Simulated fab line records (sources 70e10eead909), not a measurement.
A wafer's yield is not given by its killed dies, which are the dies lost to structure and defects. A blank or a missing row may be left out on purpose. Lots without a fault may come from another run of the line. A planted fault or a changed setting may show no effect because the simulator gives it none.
Chamber matching | flow nand_harc | NHARC_A_BLC_CMP_25 on cmp-04 has 4 sister chambers
The step polishes, t overpolish 30 s, target thk 150 nm. 4 wafers are shown with their chamber, then 7 later ones without.

## EACH WAFER AND ITS CHAMBER
wafer  | chamber | motor_current_A (A)
L662.2 | 3       | 14.7
L673.3 | 2       | 9.3
L676.1 | 0       | 11.7
L676.2 | 1       | 12.5

## WAFERS WITHOUT THEIR CHAMBER
wafer  | motor_current_A (A)
L676.4 | 14.4
L675.2 | 11.5
L675.4 | 10.4
L675.5 | 9.9
L677.1 | 10.2
L677.2 | 11.6
L677.3 | 14.3

## CHAMBER TAKEN BY EACH
wafer  | from the rows above          | in truth
L676.4 | 3                            | 3
L675.2 | can't be placed: 0 or 1      | 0
L675.4 | can't be placed: 2 or 0 or 1 | 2
L675.5 | can't be placed: 2 or 0      | 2
L677.1 | can't be placed: 2 or 0      | 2
L677.2 | can't be placed: 0 or 1      | 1
L677.3 | 3                            | 3
2 of 7 placed correctly. Cannot be placed on the basis of these rows: 5; the candidates contain the true chamber in 5. Number placed wrongly: 0.
How it was worked out, from the rows above alone: a wafer's distance from a chamber is the root of the sum, over the readings, of the square of ((its reading less the chamber's mean) divided by the reading's scatter). If the next closest chamber is less than 2 further off than the closest, the wafer can't be placed; otherwise it belongs to the closest. A chamber's mean is the mean of its shown wafers. The scatter (one wafer shown for each chamber): square how far every hidden wafer sits from the nearest shown wafer, average those squares and take the square root.
